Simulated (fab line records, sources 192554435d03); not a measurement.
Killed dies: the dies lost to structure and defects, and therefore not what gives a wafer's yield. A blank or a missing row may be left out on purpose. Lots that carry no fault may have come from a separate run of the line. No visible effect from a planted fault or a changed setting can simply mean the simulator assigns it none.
fab line records | flow n5_finfet
record: lots: 9 | wafers: 27 | last_day: 19
route steps=1938 shown HKMG_FIN@445 BEOL_M4@1111 PASSIVATION@1936
lots that met no fault: taken from a fault-free run of the same line
start_h: the number of hours between the record's first day and the start of the first shown wafer of the lot | wait_h: hours elapsed since this lot's preceding step | " unchanged from the row above | L1.1+2: several wafers, shown together as one row | - no value present, or no start provided | * or withheld: withheld | < > ~ a bound
route shown NAME@n: a module of which the file shows steps, and the number in the route of the first | usual: the fault-free wafers' mean and standard deviation | same: alike in all rows | chamber/n: place in a boat | sites: per-site readings | _std_site: how widely they spread, as a standard deviation | _edge_site: mean of outer sites minus mean of inner sites | radius_mm: for every site, how far away it sits from the centre of the wafer | mask NAME#n: copy n | behind: the most recent tool/chamber to have shaped the wafer | hold: why the lot was held/for how many hours/how that ended | device: which transistor (n, p or np) failed to switch | end of line: tests run on the same wafers once the route is complete | step lacking rows: just its recipe | killed: not the wafer's yield, but the dies lost to structure and defects at the first sort | map: a wafer's dies, marking killed ones x, the rest . and places with no die _
set.NAME: the run value of the setting; set.NAME@STEP: its run value at that earlier step | model.NAME: the simulator's own value behind a step, which no gauge read
a sample of lots followed through the steps of the route, with each step as a table and each wafer as a row
services: from which hour (start_h, from the record's first day; less than 0 if before it) a tool's chamber was out of use, for how many hours, and why
== steps ==
step: N5_HKMG_FIN_STRIP_89
recipe: chemistry: N2/H2 | material: SOC | time_s: 20 | power_w: 500 | temp_c: 40 | pressure_mtorr: 50 | rf_frequency_hz: 6e+07 | bias_power_w: 8 | h2_frac: 0.5 | n2_flow_sccm: 300 | h2_flow_sccm: 300
usual: drypump_motor_current_A: 5.8/0.44 | oes_product_au: 0.81/0.091 | rf_vpp_V: 54.1/0.99 | showerhead_plenum_p_Torr: 3.38/0.14 | throttle_valve_pct: 19.0/0.39
lot.wafer | tool        | chamber | start_h | wait_h | drypump_motor_current_A | oes_product_au | rf_hours_counter_h | rf_vpp_V | showerhead_plenum_p_Torr | throttle_valve_pct
L510.1    | rie_diel-03 | 1       | 81.45   | 0.0    | 5.9                     | 0.91           | 15                 | 56.0     | 3.41                     | 18.8
L510.3    | "           | 2       | "       | "      | 5.1                     | 0.73           | 159                | 52.8     | 3.38                     | 19.7
L510.5    | "           | 3       | "       | "      | 5.5                     | 0.95           | -                  | 55.6     | 3.58                     | 18.7
L514.1    | rie_diel-03 | 0       | 101.13  | 0.0    | 5.7                     | 0.72           | 210                | 53.1     | 3.17                     | 19.2
L514.3    | "           | 2       | "       | "      | 5.1                     | 0.72           | 167                | 53.6     | 3.37                     | 19.7
L514.5    | "           | 2       | "       | "      | 5.1                     | 0.72           | -                  | 54.4     | 3.37                     | 19.7
L516.2    | rie_diel-03 | 3       | 111.94  | 0.0    | 5.5                     | 0.89           | 16                 | 54.8     | 3.58                     | 18.7
L516.3    | "           | 1       | "       | "      | 5.9                     | 0.89           | 27                 | 55.0     | 3.40                     | 18.8
L516.4    | "           | 1       | "       | "      | 5.9                     | 0.88           | -                  | 55.6     | 3.40                     | 18.8
L520.1    | rie_diel-04 | 0       | 136.09  | 0.0    | 6.3                     | 0.95           | 10                 | 54.8     | 3.29                     | 18.6
L520.2    | "           | 2       | "       | "      | 6.3                     | 0.71           | 202                | 54.0     | 3.19                     | 19.2
L520.4    | "           | 1       | "       | "      | 6.3                     | 0.91           | 40                 | 52.4     | 3.42                     | 18.8
L524.2    | rie_diel-03 | 3       | 165.89  | 0.0    | 5.4                     | 0.84           | 37                 | 53.2     | 3.56                     | 18.7
L524.3    | "           | 1       | "       | "      | 5.9                     | 0.85           | 48                 | 55.3     | 3.39                     | 18.9
L524.5    | "           | 1       | "       | "      | 5.9                     | 0.85           | -                  | 54.7     | 3.39                     | 18.8
L527.1    | rie_diel-02 | 0       | 185.22  | 0.0    | 6.4                     | 0.71           | 186                | 53.3     | 3.22                     | 19.4
L527.2    | "           | 1       | "       | "      | 6.2                     | 0.93           | 9                  | 54.0     | 3.59                     | 18.8
L527.3    | "           | 2       | "       | "      | 6.0                     | 0.81           | 134                | 56.2     | 3.50                     | 18.9
L529.2    | rie_diel-03 | 3       | 194.87  | 0.0    | 5.4                     | 0.82           | 53                 | 54.0     | 3.56                     | 18.8
L529.3    | "           | 0       | "       | "      | 5.7                     | 0.70           | 244                | 55.2     | 3.16                     | 19.3
L529.6    | "           | 0       | "       | "      | 5.7                     | 0.71           | -                  | 53.9     | 3.16                     | 19.3
L531.2    | rie_diel-03 | 0       | 205.84  | 0.0    | 5.7                     | 0.69           | 248                | 54.7     | 3.16                     | 19.3
L531.5    | "           | 3       | "       | "      | 5.4                     | 0.82           | -                  | 54.8     | 3.55                     | 18.8
L531.6    | "           | 2       | "       | "      | 5.1                     | 0.68           | -                  | 55.0     | 3.35                     | 19.8
L533.1    | rie_diel-04 | 2       | 225.90  | 0.0    | 6.4                     | 0.71           | 218                | 53.4     | 3.18                     | 19.2
L533.3    | "           | 3       | "       | "      | 5.4                     | 0.89           | 47                 | 54.1     | 3.27                     | 18.3
L533.6    | "           | 0       | "       | "      | 6.3                     | 0.90           | -                  | 55.2     | 3.28                     | 18.6
step: N5_HKMG_FIN_NWFM_ALD_20
recipe: material: TiAlC | target_thk_a: 20 | temp_c: 300 | ald_precursor_family: TiCl4 | ald_co_reactant: TEA | pulse_time_s: 3 | purge_time_s: 2 | co_reactant_purge_time_s: 2 | co_reactant_pulse_time_s: 10 | ald_cycles: 7 | pressure_torr: 3
usual: ald_cycles: 7/0 | heater_power_w: 488/56 | precursor_pulse_height_rel: 1.000/0.02
lot.wafer | tool         | chamber | start_h | wait_h | ald_cycles | heater_power_w | precursor_pulse_height_rel
L510.1    | ald_metal-04 | 0       | 82.02   | 0.3    | 7          | 527            | 0.982
L510.3    | "            | 2       | "       | "      | 7          | 411            | 0.992
L510.5    | "            | 0       | "       | "      | 7          | 522            | 0.995
L514.1    | ald_metal-04 | 0       | 101.70  | 0.3    | 7          | 517            | 0.979
L514.3    | "            | 1       | "       | "      | 7          | 531            | 0.995
L514.5    | "            | 0       | "       | "      | 7          | 512            | 0.987
L516.2    | ald_metal-04 | 1       | 112.51  | 0.3    | 7          | 527            | 1.052
L516.3    | "            | 0       | "       | "      | 7          | 525            | 0.995
L516.4    | "            | 1       | "       | "      | 7          | 543            | 0.971
L520.1    | ald_metal-04 | 1       | 136.67  | 0.3    | 7          | 535            | 1.011
L520.2    | "            | 3       | "       | "      | 6          | 414            | 0.979
L520.4    | "            | 2       | "       | "      | 7          | 405            | 0.994
L524.2    | ald_metal-04 | 2       | 166.46  | 0.3    | 6          | 411            | 0.979
L524.3    | "            | 3       | "       | "      | 7          | 412            | 0.984
L524.5    | "            | 1       | "       | "      | 6          | 532            | 0.985
L527.1    | ald_metal-03 | 1       | 185.79  | 0.3    | 7          | 542            | 0.968
L527.2    | "            | 3       | "       | "      | 7          | 467            | 1.001
L527.3    | "            | 2       | "       | "      | 7          | 534            | 0.988
L529.2    | ald_metal-02 | 3       | 195.45  | 0.3    | 7          | 440            | 0.959
L529.3    | "            | 2       | "       | "      | 7          | 588            | 0.998
L529.6    | "            | 0       | "       | "      | 7          | 501            | 1.001
L531.2    | ald_metal-03 | 3       | 206.46  | 0.3    | 7          | 473            | 1.018
L531.5    | "            | 0       | "       | "      | 7          | 436            | 1.000
L531.6    | "            | 1       | "       | "      | 7          | 552            | 0.968
L533.1    | ald_metal-03 | 0       | 226.48  | 0.3    | 7          | 444            | 1.008
L533.3    | "            | 2       | "       | "      | 7          | 525            | 0.982
L533.6    | "            | 3       | "       | "      | 7          | 470            | 1.009
step: N5_HKMG_FIN_W_FILL_22
recipe: material: W | target_thk_a: 600 | temp_c: 400 | pressure_torr: 39.4 | time_s: 18.2
usual: heater_power_w: 903/71 | throttle_valve_pct: 19.2/0.57
lot.wafer | tool     | chamber | start_h | wait_h | heater_power_w | throttle_valve_pct
L510.1    | cvd_w-01 | 1       | 83.63   | 0.0    | 932            | 19.4
L510.3    | "        | 0       | "       | "      | 792            | 18.3
L510.5    | "        | 1       | "       | "      | 913            | 19.2
L514.1    | cvd_w-02 | 0       | 103.37  | 0.0    | 945            | 19.8
L514.3    | "        | 1       | "       | "      | 975            | 19.2
L514.5    | "        | 0       | "       | "      | 950            | 19.9
L516.2    | cvd_w-01 | 1       | 114.19  | 0.0    | 899            | 19.4
L516.3    | "        | 1       | "       | "      | 940            | 19.4
L516.4    | "        | 0       | "       | "      | 786            | 18.1
L520.1    | cvd_w-02 | 1       | 138.38  | 0.0    | 953            | 19.2
L520.2    | "        | 0       | "       | "      | 980            | 19.9
L520.4    | "        | 1       | "       | "      | 978            | 19.2
L524.2    | cvd_w-01 | 1       | 168.37  | 0.0    | 923            | 19.1
L524.3    | "        | 0       | "       | "      | 793            | 18.5
L524.5    | "        | 0       | "       | "      | 798            | 18.4
L527.1    | cvd_w-02 | 1       | 187.44  | 0.0    | 997            | 19.1
L527.2    | "        | 0       | "       | "      | 946            | 20.0
L527.3    | "        | 0       | "       | "      | 940            | 20.1
L529.2    | cvd_w-01 | 0       | 197.14  | 0.1    | 831            | 18.7
L529.3    | "        | 0       | "       | "      | 807            | 18.6
L529.6    | "        | 0       | "       | "      | 772            | 18.4
L531.2    | cvd_w-02 | 0       | 208.08  | 0.0    | 937            | 20.2
L531.5    | "        | 1       | "       | "      | 965            | 19.6
L531.6    | "        | 0       | "       | "      | 964            | 20.1
L533.1    | cvd_w-02 | 0       | 228.21  | 0.0    | 976            | 19.8
L533.3    | "        | 0       | "       | "      | 965            | 20.1
L533.6    | "        | 0       | "       | "      | 958            | 20.1
step: N5_HKMG_FIN_CMP_94
recipe: stop_on: SiNx | post_cmp_clean: w_dilute_nh4oh | t_overpolish_s: 4.7 | down_force_psi: 4 | platen_rpm: 50.289 | pad_velocity_m_s: 1.0006 | target_thk_nm: 43.299
usual: motor_current_A: 11.7/1.4
lot.wafer | tool   | chamber | start_h | wait_h | motor_current_A
L510.1    | cmp-01 | 3       | 84.25   | 0.3    | 10.7
L510.3    | "      | 1       | "       | "      | 13.5
L510.5    | "      | 2       | "       | "      | 13.6
L514.1    | cmp-01 | 1       | 104.91  | 1.4    | 13.8
L514.3    | "      | 2       | "       | "      | 13.7
L514.5    | "      | 1       | "       | "      | 14.2
L516.2    | cmp-02 | 0       | 114.78  | 0.4    | 9.6
L516.3    | "      | 1       | "       | "      | 10.3
L516.4    | "      | 3       | "       | "      | 12.5
L520.2    | cmp-04 | 2       | 138.97  | 0.4    | 14.3
L520.4    | "      | 0       | "       | "      | 10.8
L520.1    | "      | 1       | "       | "      | 12.1
L524.2    | cmp-04 | 3       | 169.02  | 0.3    | 11.0
L524.3    | "      | 0       | "       | "      | 10.5
L524.5    | "      | 3       | "       | "      | 10.5
L527.1    | cmp-01 | 3       | 188.03  | 0.4    | 10.4
L527.2    | "      | 1       | "       | "      | 14.4
L527.3    | "      | 2       | "       | "      | 13.5
L529.2    | cmp-02 | 1       | 197.74  | 0.4    | 11.1
L529.3    | "      | 0       | "       | "      | 9.7
L529.6    | "      | 2       | "       | "      | 12.2
L531.2    | cmp-02 | 0       | 208.76  | 0.2    | 9.5
L531.6    | "      | 1       | "       | "      | 10.2
L531.5    | "      | 2       | "       | "      | 11.9
L533.3    | cmp-02 | 3       | 228.83  | 0.3    | 13.4
L533.1    | "      | 1       | "       | "      | 11.4
L533.6    | "      | 2       | "       | "      | 12.4
step: N5_BEOL_M4_RC_MEAS_101
usual: DIBL_N: 36.3/1.9 | DIBL_P: 36.0/2.1 | IOFF_N: 0.16/0.031 | IOFF_N_85C: 3.1/0.5 | IOFF_N_LIN: 0.073/0.012 | IOFF_N_LONG: 5.58e-05/2.3e-06 | IOFF_P: 0.21/0.035 | IOFF_P_LONG: 0.000108/8.2e-06 | ION_N: 675/14 | ION_P: 464/8.5 | SS_N: 71.5/0.6 | SS_P: 73.3/0.72 | VT_N: 250/3.2 | VT_N_LONG: 274.7/2 | VT_N_LVT: 99/3.2 | VT_P: -250/3.1
lot.wafer | tool      | chamber | start_h | wait_h | DIBL_N[mV/V] | DIBL_P[mV/V] | IOFF_N[nA/um] | IOFF_N_85C[nA/um] | IOFF_N_LIN[nA/um] | IOFF_N_LONG[nA/um] | IOFF_P[nA/um] | IOFF_P_LONG[nA/um] | ION_N[uA/um] | ION_P[uA/um] | SS_N[mV/dec] | SS_P[mV/dec] | VT_N[mV] | VT_N_LONG[mV] | VT_N_LVT[mV] | VT_P[mV]
L510.1    | prober-02 | 0       | 162.43  | 0.0    | 37.9         | 38.3         | 0.19          | 3.7               | 0.087             | 5.85e-05           | 0.27          | 0.000117           | 683          | 472          | 71.8         | 74.1         | 247      | 275.1         | 95           | -245
L510.3    | "         | 0       | "       | "      | 38.2         | 39.7         | 0.21          | 3.9               | 0.096             | 5.78e-05           | 0.31          | 0.000115           | 705          | 484          | 71.7         | 74.4         | 245      | 274.4         | 93           | -244
L510.5    | "         | 0       | "       | "      | 37.5         | 38.2         | 0.19          | 3.6               | 0.090             | 5.69e-05           | 0.27          | 0.000112           | 688          | 470          | 71.7         | 74.0         | 245      | 275.1         | 95           | -246
L514.1    | prober-02 | 0       | 186.04  | 0.0    | 36.8         | 36.4         | 0.15          | 3.0               | 0.069             | 5.32e-05           | 0.20          | 0.000101           | 654          | 452          | 72.1         | 73.0         | 254      | 274.7         | 101          | -254
L514.3    | "         | 0       | "       | "      | 35.1         | 34.4         | 0.13          | 2.7               | 0.063             | 5.34e-05           | 0.18          | 9.9e-05            | 664          | 455          | 70.7         | 72.6         | 253      | 276.2         | 101          | -253
L514.5    | "         | 0       | "       | "      | 34.9         | 34.6         | 0.13          | 2.6               | 0.062             | 5.31e-05           | 0.18          | 0.000101           | 668          | 459          | 71.4         | 73.1         | 253      | 276.0         | 102          | -253
L516.2    | prober-02 | 0       | 198.42  | 0.2    | 39.9         | 40.2         | 0.22          | 3.9               | 0.093             | 5.6e-05            | 0.26          | 0.000103           | 692          | 471          | 72.2         | 75.1         | 247      | 273.3         | 95           | -246
L516.3    | "         | 0       | "       | "      | 38.3         | 37.8         | 0.18          | 3.5               | 0.087             | 5.6e-05            | 0.23          | 0.000107           | 689          | 473          | 71.7         | 73.6         | 247      | 272.5         | 95           | -246
L516.4    | "         | 0       | "       | "      | 37.1         | 35.9         | 0.17          | 3.3               | 0.082             | 5.76e-05           | 0.21          | 0.000108           | 701          | 477          | 71.5         | 74.6         | 246      | 272.3         | 95           | -248
L520.1    | prober-01 | 0       | 214.27  | 0.0    | 35.1         | 35.4         | 0.14          | 2.8               | 0.069             | 5.62e-05           | 0.20          | 0.000118           | 681          | 474          | 71.3         | 72.9         | 250      | 278.1         | 100          | -250
L520.2    | "         | 0       | "       | "      | 34.2         | 34.7         | 0.06          | 1.4               | 0.029             | 3.47e-05           | 0.23          | 0.000133           | 618          | 468          | 71.3         | 73.1         | 277      | 297.3         | 124          | -245
L520.4    | "         | 0       | "       | "      | 34.3         | 32.9         | 0.11          | 2.3               | 0.055             | 5.59e-05           | 0.15          | 0.000105           | 656          | 449          | 71.3         | 72.6         | 259      | 276.7         | 106          | -254
L524.2    | prober-01 | 0       | 285.25  | 0.2    | 37.7         | 35.8         | 0.08          | 1.7               | 0.037             | 3.71e-05           | 0.26          | 0.000125           | 641          | 482          | 72.6         | 73.5         | 271      | 295.2         | 118          | -240
L524.3    | "         | 0       | "       | "      | 36.4         | 34.5         | 0.15          | 2.9               | 0.072             | 5.72e-05           | 0.19          | 0.000102           | 675          | 462          | 72.1         | 72.9         | 250      | 272.4         | 98           | -251
L524.5    | "         | 0       | "       | "      | 37.2         | 34.4         | 0.07          | 1.6               | 0.033             | 3.73e-05           | 0.23          | 0.00013            | 627          | 468          | 72.3         | 72.9         | 273      | 300.0         | 120          | -245
L531.2    | prober-02 | 0       | 288.12  | 0.2    | 38.4         | 36.3         | 0.17          | 3.4               | 0.074             | 5.69e-05           | 0.21          | 0.00011            | 663          | 453          | 72.6         | 73.2         | 250      | 276.3         | 102          | -250
L531.5    | "         | 0       | "       | "      | 35.6         | 34.7         | 0.12          | 2.5               | 0.061             | 5.64e-05           | 0.19          | 0.000112           | 668          | 464          | 71.1         | 73.2         | 252      | 275.8         | 104          | -251
L531.6    | "         | 0       | "       | "      | 38.0         | 37.4         | 0.16          | 3.2               | 0.078             | 5.62e-05           | 0.22          | 0.00011            | 676          | 460          | 72.0         | 74.0         | 248      | 275.5         | 100          | -246
L527.1    | prober-01 | 0       | 313.40  | 0.0    | 38.9         | 37.9         | 0.18          | 3.4               | 0.081             | 5.22e-05           | 0.24          | 0.000104           | 673          | 462          | 71.4         | 74.0         | 248      | 277.1         | 99           | -249
L527.2    | "         | 0       | "       | "      | 36.9         | 34.5         | 0.15          | 2.9               | 0.069             | 5.2e-05            | 0.19          | 0.000101           | 673          | 456          | 71.2         | 73.6         | 249      | 275.1         | 102          | -252
L527.3    | "         | 0       | "       | "      | 37.8         | 36.4         | 0.15          | 3.0               | 0.067             | 5.09e-05           | 0.22          | 9.7e-05            | 648          | 451          | 72.2         | 74.2         | 253      | 276.3         | 103          | -252
L529.2    | prober-01 | 0       | 321.02  | 0.2    | 36.4         | 36.4         | 0.18          | 3.3               | 0.073             | 5.73e-05           | 0.21          | 0.000104           | 668          | 460          | 72.1         | 73.0         | 249      | 275.0         | 100          | -249
L529.3    | "         | 0       | "       | "      | 36.8         | 38.3         | 0.19          | 3.5               | 0.083             | 5.47e-05           | 0.24          | 0.000107           | 685          | 466          | 71.9         | 74.0         | 247      | 273.0         | 98           | -248
L529.6    | "         | 0       | "       | "      | 36.2         | 37.6         | 0.18          | 3.4               | 0.081             | 5.54e-05           | 0.25          | 0.000104           | 681          | 469          | 71.6         | 74.3         | 246      | 276.2         | 97           | -246
L533.1    | prober-01 | 0       | 340.67  | 0.0    | 36.2         | 36.7         | 0.15          | 3.0               | 0.071             | 5.59e-05           | 0.21          | 0.000101           | 668          | 460          | 71.1         | 73.1         | 250      | 274.8         | 98           | -249
L533.3    | "         | 0       | "       | "      | 36.5         | 36.7         | 0.15          | 3.0               | 0.070             | 5.53e-05           | 0.21          | 0.000105           | 668          | 458          | 70.7         | 73.2         | 251      | 274.7         | 98           | -248
L533.6    | "         | 0       | "       | "      | 36.9         | 37.3         | 0.16          | 3.0               | 0.072             | 5.58e-05           | 0.21          | 0.000101           | 665          | 457          | 71.4         | 74.1         | 251      | 271.4         | 98           | -250
step: N5_PASSIVATION_PROBE_49
usual: defect_limited_yield: 91.0/1.5 | killed_at_M0_to_M3: 32/9.6 | killed_at_M4_up: 13/4.7 | killed_at_contacts: 13/7.2 | killed_at_front_end: 44/13 | killed_at_other: 4/3.4 | killed_dies: 106/18 | killed_open: 70/13 | killed_short: 35/8 | sort_bin_5_function: 5.3/0.97 | sort_bin_6_memory: 3.4/0.73 | sort_bin_8_speed: 0.00/0.036 | sort_n_pass: 1074/18 | sort_yield_pct: 91.0/1.5
same: gross_dies: 1180 | killed_at_back_side: 0 | sort_bin_4_leakage[%]: 0
lot.wafer | tool      | chamber | start_h | wait_h | defect_limited_yield[%] | killed_at_M0_to_M3 | killed_at_M4_up | killed_at_contacts | killed_at_front_end | killed_at_other | killed_dies | killed_open | killed_short | sort_bin_5_function[%] | sort_bin_6_memory[%] | sort_bin_8_speed[%] | sort_n_pass | sort_yield_pct[%]
L520.1    | prober-02 | -       | 296.23  | 0.3    | 89.7                    | 34                 | 13              | 29                 | 46                  | 0               | 122         | 81          | 41           | 6.5                    | 3.6                  | 0                   | 1058        | 89.7
L520.2    | prober-02 | -       | 296.28  | 0.3    | 90.9                    | 51                 | 9               | 16                 | 24                  | 7               | 107         | 72          | 35           | 5.5                    | 3.5                  | 57.29               | 397         | 33.6
L520.4    | prober-02 | -       | 296.38  | 0.4    | 91.7                    | 26                 | 19              | 15                 | 35                  | 3               | 98          | 68          | 30           | 4.4                    | 3.8                  | 0                   | 1082        | 91.7
L524.2    | prober-02 | -       | 375.95  | 0.1    | 92.5                    | 41                 | 8               | 6                  | 32                  | 2               | 89          | 59          | 28           | 5.2                    | 2.1                  | 0.34                | 1087        | 92.1
L524.3    | prober-02 | -       | 376.00  | 0.1    | 92.2                    | 36                 | 12              | 14                 | 30                  | 0               | 92          | 56          | 34           | 4.8                    | 2.7                  | 0                   | 1088        | 92.2
L524.5    | prober-02 | -       | 376.10  | 0.2    | 93.9                    | 22                 | 15              | 14                 | 20                  | 1               | 72          | 46          | 23           | 3.2                    | 2.6                  | 25.42               | 808         | 68.5
L529.3    | prober-01 | -       | 432.94  | 0.2    | 93.1                    | 18                 | 19              | 11                 | 31                  | 2               | 81          | 50          | 30           | 4.5                    | 2.3                  | 0                   | 1099        | 93.1
L529.6    | prober-01 | -       | 433.09  | 0.4    | 91.6                    | 10                 | 33              | 12                 | 41                  | 3               | 99          | 66          | 31           | 4.7                    | 3.5                  | 0                   | 1081        | 91.6
killed by level:class
L520.1 MOL_CONTACT_COAG:geometric_particle:open=25 FIN_SAQP:geometric_particle:short=15 FIN_SAQP:geometric_particle:open=13 BEOL_M4:geometric_particle:open=10 BEOL_M0_SAQP:geometric_particle:open=10 BEOL_M0_SAQP:geometric_particle:short=9 BEOL_M3:geometric_particle:open=9 STARTING-WAFER:geometric_particle:short=7
L520.2 BEOL_M3:geometric_particle:open=13 MOL_CONTACT_COAG:geometric_particle:open=13 BEOL_M0_SAQP:geometric_particle:open=11 BEOL_M0_SAQP:geometric_particle:short=11 FIN_SAQP:geometric_particle:open=7 BEOL_M1:geometric_particle:open=6 FIN_SAQP:geometric_particle:short=5 BEOL_M2:geometric_particle:open=4
L520.4 MOL_CONTACT_COAG:geometric_particle:open=14 FIN_SAQP:geometric_particle:open=9 FIN_SAQP:geometric_particle:short=8 BEOL_M4:geometric_particle:open=8 BEOL_M0_SAQP:geometric_particle:short=6 BEOL_M3:geometric_particle:open=6 STI_FIN_REVEAL:geometric_particle:open=5 BEOL_M0_SAQP:geometric_particle:open=4
L524.2 BEOL_M0_SAQP:geometric_particle:open=16 FIN_SAQP:geometric_particle:short=9 BEOL_M0_SAQP:geometric_particle:short=9 DUMMY_GATE:geometric_particle:open=6 MOL_CONTACT_COAG:geometric_particle:open=6 FIN_SAQP:geometric_particle:open=5 BEOL_M1:geometric_particle:open=4 BEOL_M2:geometric_particle:open=4
L524.3 BEOL_M0_SAQP:geometric_particle:open=13 MOL_CONTACT_COAG:geometric_particle:open=12 FIN_SAQP:geometric_particle:short=9 BEOL_M0_SAQP:geometric_particle:short=8 FIN_SAQP:geometric_particle:open=7 BEOL_M2:geometric_particle:open=6 GATE_CUT:geometric_particle:short=3 BEOL_M4:geometric_particle:open=3
L524.5 MOL_CONTACT_COAG:geometric_particle:open=12 BEOL_M0_SAQP:geometric_particle:open=8 BEOL_M0_SAQP:geometric_particle:short=7 FIN_SAQP:geometric_particle:open=6 BEOL_M4:geometric_particle:open=6 BEOL_M3:geometric_particle:open=4 STARTING-WAFER:geometric_particle:short=3 STARTING-WAFER:geometric_particle:open=3
L529.3 STI_FIN_REVEAL:geometric_particle:open=10 FIN_SAQP:geometric_particle:short=9 MOL_CONTACT_COAG:geometric_particle:open=7 BEOL_M4:geometric_particle:open=7 BEOL_M2:geometric_particle:open=6 FIN_SAQP:geometric_particle:open=4 MOL_CONTACT_COAG:geometric_particle:short=4 BEOL_M0_SAQP:geometric_particle:open=3
L529.6 BEOL_M4:geometric_particle:open=16 GATE_CUT:geometric_particle:short=9 MOL_CONTACT_COAG:geometric_particle:open=8 BEOL_M7:geometric_particle:open=7 STI_FIN_REVEAL:geometric_particle:open=6 FIN_SAQP:geometric_particle:open=5 DUMMY_GATE:geometric_particle:open=4 MOL_CONTACT_COAG:geometric_particle:short=4
== services ==
tool         | chamber | start_h | hours | kind
cvd_w-01     | 0       | 66.46   | 11.5  | repair
ald_metal-03 | 3       | 79.87   | 6.0   | repair
cmp-04       | -       | 84.65   | 1.4   | repair
ald_metal-04 | 2       | 87.83   | 31.6  | repair
cmp-04       | -       | 93.13   | 3.8   | repair
rie_diel-04  | 1       | 98.25   | 7.9   | repair
rie_diel-04  | -       | 101.94  | 0.2   | repair
rie_diel-03  | 2       | 103.38  | 6.4   | repair
cmp-04       | -       | 104.29  | 4.8   | pm
rie_diel-03  | 0       | 107.48  | 11.9  | repair
cmp-04       | -       | 110.98  | 0.7   | repair
rie_diel-04  | 0       | 111.02  | 1.2   | repair
rie_diel-04  | -       | 153.03  | 28.1  | pm
cmp-01       | -       | 156.94  | 4.0   | pm
ald_metal-04 | 2       | 159.14  | 6.5   | repair
ald_metal-03 | -       | 161.14  | 1.1   | repair
ald_metal-04 | 2       | 176.51  | 6.2   | repair
cmp-01       | -       | 180.89  | 3.8   | repair
cvd_w-02     | -       | 184.94  | 1.7   | repair
cvd_w-01     | 1       | 191.69  | 9.3   | repair
cmp-02       | -       | 192.55  | 0.3   | repair
cvd_w-02     | 0       | 199.00  | 2.3   | repair
cvd_w-01     | -       | 204.53  | 2.5   | repair
cmp-01       | -       | 224.40  | 0.8   | repair
== key ==
first_sign: step: N5_HKMG_FIN_NWFM_ALD_20 | reading: ald_cycles | direction: down | sigmas: 99+ | usual: * | struck: *
effect: step: N5_BEOL_M4_RC_MEAS_101 | reading: VT_N_LONG | direction: up | sigmas: 11 | usual: 274.7 | struck: 297.5
effect: step: N5_BEOL_M4_RC_MEAS_101 | reading: IOFF_N_LONG | direction: down | sigmas: 8.3 | usual: 5.58e-05 | struck: 3.64e-05
effect: step: N5_BEOL_M4_RC_MEAS_101 | reading: VT_N | direction: up | sigmas: 7.2 | usual: 250 | struck: 273
effect: step: N5_BEOL_M4_RC_MEAS_101 | reading: VT_N_LVT | direction: up | sigmas: 6.5 | usual: 99 | struck: 120
effect: step: N5_BEOL_M4_RC_MEAS_101 | reading: IOFF_N_LIN | direction: down | sigmas: 3.5 | usual: 0.073 | struck: 0.033
effect: step: N5_BEOL_M4_RC_MEAS_101 | reading: ION_N | direction: down | sigmas: 3.4 | usual: 675 | struck: 629
effect: step: N5_BEOL_M4_RC_MEAS_101 | reading: IOFF_N_85C | direction: down | sigmas: 3 | usual: 3.1 | struck: 1.6
effect: step: N5_BEOL_M4_RC_MEAS_101 | reading: IOFF_N | direction: down | sigmas: 2.8 | usual: 0.16 | struck: 0.07
effect: step: N5_BEOL_M4_RC_MEAS_101 | reading: IOFF_P_LONG | direction: up | sigmas: 2.6 | usual: 0.000108 | struck: 0.000129
effect: step: N5_BEOL_M4_RC_MEAS_101 | reading: VT_P | direction: up | sigmas: 2.1 | usual: -250 | struck: -243
effect: step: N5_PASSIVATION_PROBE_49 | reading: sort_bin_8_speed | direction: up | sigmas: 99+ | usual: 0.00 | struck: 27.68
met_at N5_HKMG_FIN_NWFM_ALD_20
struck_lots L520,L524
struck_wafers L520.2,L524.2,L524.5
not_acting_at N5_HKMG_FIN_STRIP_89,N5_HKMG_FIN_W_FILL_22,N5_HKMG_FIN_CMP_94
onset_between 112.51 136.67
fault: kind: process_parameter_drift | tool: ald_metal-04 | chamber: - | onset_h: 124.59 | steps: N5_HKMG_FIN_NWFM_ALD_20 | channel: ald_cycles | offset: * | shape: step | end_h: 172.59 | scope: struck_wafers_only | acts_in: * | stated: *
